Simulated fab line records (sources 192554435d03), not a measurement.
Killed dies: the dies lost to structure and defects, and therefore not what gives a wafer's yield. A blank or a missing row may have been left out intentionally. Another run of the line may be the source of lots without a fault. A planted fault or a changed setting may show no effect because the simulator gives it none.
Split-lot experiment	flow n5Finfet	on a route of 1938 steps: 7 lots, 21 wafers read

## THE SPLIT
At N5_BEOL_M3_ILD_DEP_00 (deposits SiOC from DEMS/O2, target thk 79 nm, time 15.3 s), the setting timeS was moved away from the recipe's 15.3 s on 10 of the 21 wafers read, by -10.9% to +14.3%. For the rest of the wafers, this setting stayed at what the recipe calls for.

Split to reading: the file shows no intervening step.

## THE READING
M3_ILD_THK, in nm, at N5_BEOL_M3_THK_MEAS_01. A value of 78.9 nm with a standard deviation of 0.94 nm is what fault-free wafers of this fab line usually give.

wafer	tool, chamber at the split	timeS as run, s	against the recipe	M3_ILD_THK, nm	against lot-mates on the recipe
L074.3	pecvd-01, 1	13.63	-10.9%	70.6	-9.6
L074.4	pecvd-01, 0	13.63	-10.9%	72.0	-8.2
L074.6	pecvd-01, 2	15.3	recipe	80.2	-
L077.1	pecvd-01, 1	15.3	recipe	78.3	-
L077.4	pecvd-01, 1	14.52	-5.1%	75.4	-3.4
L077.5	pecvd-01, 2	15.3	recipe	79.4	-
L080.1	pecvd-01, 0	17.49	+14.3%	89.0	+10.5
L080.4	pecvd-01, 1	17.49	+14.3%	90.2	+11.7
L080.5	pecvd-01, 0	15.3	recipe	78.5	-
L081.1	pecvd-01, 2	15.3	recipe	79.2	-
L081.2	pecvd-01, 1,0	15.3	recipe	78.2	-
L081.3	pecvd-01, 1,0	15.3	recipe	78.1	-
L085.1	pecvd-01, 2	16.55	+8.2%	85.7	no lot-mate on the recipe
L085.4	pecvd-01, 2	16.55	+8.2%	85.9	no lot-mate on the recipe
L085.6	pecvd-01, 0	16.55	+8.2%	86.2	no lot-mate on the recipe
L093.2	pecvd-01, 1	15.3	recipe	77.3	-
L093.4	pecvd-01, 0	15.3	recipe	78.8	-
L093.5	pecvd-01, 1	15.3	recipe	77.9	-
L097.1	pecvd-01, 2	15.3	recipe	78.6	-
L097.2	pecvd-01, 0	13.96	-8.8%	71.6	-7.0
L097.6	pecvd-01, 0	13.96	-8.8%	73.0	-5.6
If several chambers appear in one row, that row covers several wafers at once and the file leaves open which wafer was in which chamber.

FIT RESULTS
A straight line over all 21 wafers: M3_ILD_THK changes by +0.757 nm for each +1% of timeS; r = +0.99; the points scatter about the line by 0.84 nm.
The same after taking each lot's own level away (the mean of its wafers on the recipe; 18 wafers): +0.774 nm for each +1%; r = +0.99; scatter 0.63 nm.
Per that fit: largest timeS move, reading shift of 11 nm.
The span of the lots' own levels, 78.00 to 80.20 nm, comes to 2.3 times the standard deviation stated above.
The two slopes are in agreement: the lot-to-lot level therefore moves the slope only a little.
Check: +11.4 nm against its lot-mates is what the line predicts for one of the wafers moved furthest among these (+14.3%) when that wafer is left out of the fit. Against them it came out at +10.5 nm.

## THE OTHER SPLITS THESE WAFERS WENT THROUGH
Before the reading, these wafers also passed through other splits. Each is held against what the fit with the lots' levels taken away leaves over:
other split on the same wafers	wafers away from the commonest value	r with M3_ILD_THK (lot level and that fit taken away)
N5_BEOL_M0_CUTY_COAT_51 spinRpm	9	-0.42
N5_BEOL_M0_CUTY_EXPOSE_54 doseMj	7	+0.03
N5_BEOL_M1_TRENCH_ETCH_37 sourceW	10	-0.47
N5_BEOL_M2_ETCH_74 sourceW	5	-0.26
N5_BEOL_M2_COAT_22 spinRpm	5	+0.17

## THE WHOLE CHAIN: every reading that the file lists as answering this split, in the file's order
step	what it does	reading	change (the file's fit)	r (the file's)
N5_BEOL_M3_ILD_DEP_00	deposits SiOC from DEMS/O2, target thk 79 nm, time 15.3 s	SiOC_of_BEOL_M3_ILD_DEP_00.thkNm (the simulator's own value, which no gauge read)	+0.773 nm for each +1% of the setting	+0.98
N5_BEOL_M3_THK_MEAS_01		M3_ILD_THK	+0.773 for each +1% of the setting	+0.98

## THE FILE'S OWN FIT
M3_ILD_THK changes by +0.773 nm for each +1% of timeS, r = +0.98.
